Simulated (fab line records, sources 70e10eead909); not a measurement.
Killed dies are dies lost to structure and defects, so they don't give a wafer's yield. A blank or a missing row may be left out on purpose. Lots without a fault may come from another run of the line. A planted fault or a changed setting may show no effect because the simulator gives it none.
Chamber matching | flow nand_harc | NHARC_P_BONDPAD_ACTIVATE_29 on rie_diel-13: 4 sister chambers
The step chemistry N2, time 60 s. 4 wafers are shown with their chamber, then 11 later ones without.

WAFERS WITH THEIR CHAMBER
wafer  | chamber | showerhead_plenum_p_Torr (Torr)
L728.1 | 3       | 1.81
L728.4 | 0       | 1.77
L728.5 | 2       | 1.81
L731.1 | 1       | 1.72

WAFERS WITHOUT THEIR CHAMBER
wafer  | showerhead_plenum_p_Torr (Torr)
L731.3 | 1.77
L731.6 | 1.77
L730.1 | 1.77
L730.2 | 1.81
L730.3 | 1.81
L732.1 | 1.81
L732.2 | 1.72
L732.6 | 1.72
L742.2 | 1.81
L742.4 | 1.81
L742.6 | 1.76

WHICH CHAMBER EACH WENT THROUGH
wafer  | from the rows above     | in truth
L731.3 | 0                       | 0
L731.6 | 0                       | 0
L730.1 | 0                       | 0
L730.2 | can't be placed: 2 or 3 | 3
L730.3 | can't be placed: 2 or 3 | 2
L732.1 | can't be placed: 2 or 3 | 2
L732.2 | 1                       | 1
L732.6 | 1                       | 1
L742.2 | can't be placed: 2 or 3 | 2
L742.4 | can't be placed: 2 or 3 | 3
L742.6 | 0                       | 0
Placed correctly: 6 of 11. Can't be placed from these rows: 5 (the true chamber is among the candidates in 5). Placed wrongly: 0.
How it was worked out, from the rows above alone: a wafer's distance from a chamber is the root of the sum, over the readings, of the square of ((its reading less the chamber's mean) divided by the reading's scatter). The wafer belongs to the nearest chamber; if the next one is less than 2 further off, it can't be placed. A chamber's mean is the mean of its shown wafers. The scatter: with one shown wafer a chamber, the root of the mean of the squares of how far each hidden wafer lies from its nearest shown one.
